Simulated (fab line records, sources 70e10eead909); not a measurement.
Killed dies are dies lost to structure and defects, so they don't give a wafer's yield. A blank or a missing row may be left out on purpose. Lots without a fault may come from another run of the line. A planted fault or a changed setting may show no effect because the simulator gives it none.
Problem report in the 8D (eight disciplines) form, filled by code | flow nand_harc | the parts of the form that need people (team, actions taken, sign-off) are left out

1. THE PROBLEM
heater_power_total_W at NHARC_P_STI_SOFTBAKE_04 reads a mean of 207.3 W on 1 wafer of 1 lot; wafers without a fault read 200.6 W with a standard deviation of 1.3. That is +5.2 standard deviations from the usual mean.
The step: time 70 s.
First seen on wafer L313.3, day 5 21:00, on litho_track-07. The record holds 37 wafers of 13 lots with a number at this step. Rule for "out", or "out of limits": more than 4 standard deviations from the usual mean. The other wafers with a number count as sound.

2. WHAT IT IS AND WHAT IT IS NOT
question                    | is                     | is not
which readings at this step | heater_power_total_W   | -
which lots                  | L313                   | L306, L307, L308, L309, L310, L312, L316, L323, L324, L325, L327, L329
which wafers of those lots  | all that have a number | -
read on which tools         | litho_track-07         | litho_track-03, litho_track-05
when                        | from day 5 21:00       | up to then (18 sound wafers); but 18 sound wafers of L316, L323, L324, L325, L327, L329 came after

3. SUSPECTS, AND WHAT RULES EACH OUT
Counting: a tool at a process step up to the reading stays a suspect if it ran every lot that is out and no sound lot after the first of them.
- rie_diel-13 at NHARC_P_ZERO_WELL_DESCUM_26 (chemistry O2, time 3 s): ruled out as a lasting fault. Sound lots L316, L324, L327, L329 ran on it after its first lot that is out, L313 (day 4 20:44).
- litho_track-07 at NHARC_P_STI_SOFTBAKE_04 (time 70 s): ruled out as a lasting fault. Sound lots L323, L325 ran on it after its first lot that is out, L313 (day 5 21:00).
Left after counting: nothing in the record.

4. THE CAUSE (what the simulator had put in)
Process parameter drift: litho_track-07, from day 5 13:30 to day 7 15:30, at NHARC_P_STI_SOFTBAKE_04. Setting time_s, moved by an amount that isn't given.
Counting ruled it out, wrongly.

5. THE CHAIN OF EFFECTS, in route order
Each row: a reading whose mean over the struck wafers that have a number lies more than 3 standard deviations from the usual. Only readings for which the record gives a usual standard deviation are gone through. hours: the time from each lot's start at the first step in this table that gives one to its start at this step, as a median over the lots. sigmas: the change in usual standard deviations.
hours | step                    | reading              | usual   | on struck wafers | change | sigmas
0     | NHARC_P_STI_SOFTBAKE_04 | heater_power_total_W | 200.6 W | 207.3            | +6.7   | +5.2
The process steps in it:
- NHARC_P_STI_SOFTBAKE_04: time 70 s.
Later measuring or inspecting steps at which every struck wafer that the step has a row for has a number for every such reading, and none has moved that far: NHARC_P_STI_INSPECT_11.

6. WHAT WOULD HAVE CAUGHT IT SOONER
In this record the first reading out of limits was taken at day 5 21:00, 8 hours after the fault began at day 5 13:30.
